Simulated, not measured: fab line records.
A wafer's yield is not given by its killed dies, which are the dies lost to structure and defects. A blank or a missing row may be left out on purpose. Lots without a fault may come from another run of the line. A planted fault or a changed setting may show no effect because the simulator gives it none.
Matching of chambers	flow nand harc	4 sister chambers for NHARC_P_M1_ETCH_15 on rie diel-11
The step etches the open film in C4F8/Ar, target depth 182.5 nm, time 91.2 s. 8 wafers are shown with their chamber, then 6 later ones without.

== EACH WAFER AND ITS CHAMBER ==
wafer	chamber	rf vpp V (V)	run length s (s)
L582.2	1	442.1	112.9
L582.5	1	442.4	112.7
L585.5	3	439.8	112.8
L585.6	2	438.5	112.3
L588.2	2	437.5	112.0
L588.5	0	446.3	112.2
L594.2	0	444.9	112.1
L594.5	3	439.8	113.0

== WAFERS MISSING THEIR CHAMBER ==
wafer	rf vpp V (V)	run length s (s)
L594.6	443.6	112.5
L596.1	439.8	113.0
L596.3	440.4	112.7
L596.5	438.9	112.1
L595.2	445.9	111.9
L600.6	437.5	112.3

== WHICH CHAMBER EACH WENT THROUGH ==
wafer	from the rows above	in truth
L594.6	can't be placed: 1 or 0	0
L596.1	3	3
L596.3	can't be placed: 3 or 1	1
L596.5	2	2
L595.2	0	0
L600.6	2	2
Correct placement for 4 of the 6. Not placeable from these rows: 2 (in 2, the candidates include the true chamber). Number placed wrongly: 0.
How it was worked out, from the rows above alone: a wafer's distance from a chamber is the root of the sum, over the readings, of the square of ((its reading less the chamber's mean) divided by the reading's scatter). The wafer belongs to the nearest chamber; if the next one is less than 2 further off, it can't be placed. The mean given for a chamber averages the wafers shown for that chamber. The scatter is the square root of a quotient: the sum, over the shown wafers, of each reading's squared deviation from its chamber's mean, divided by wafers minus chambers.
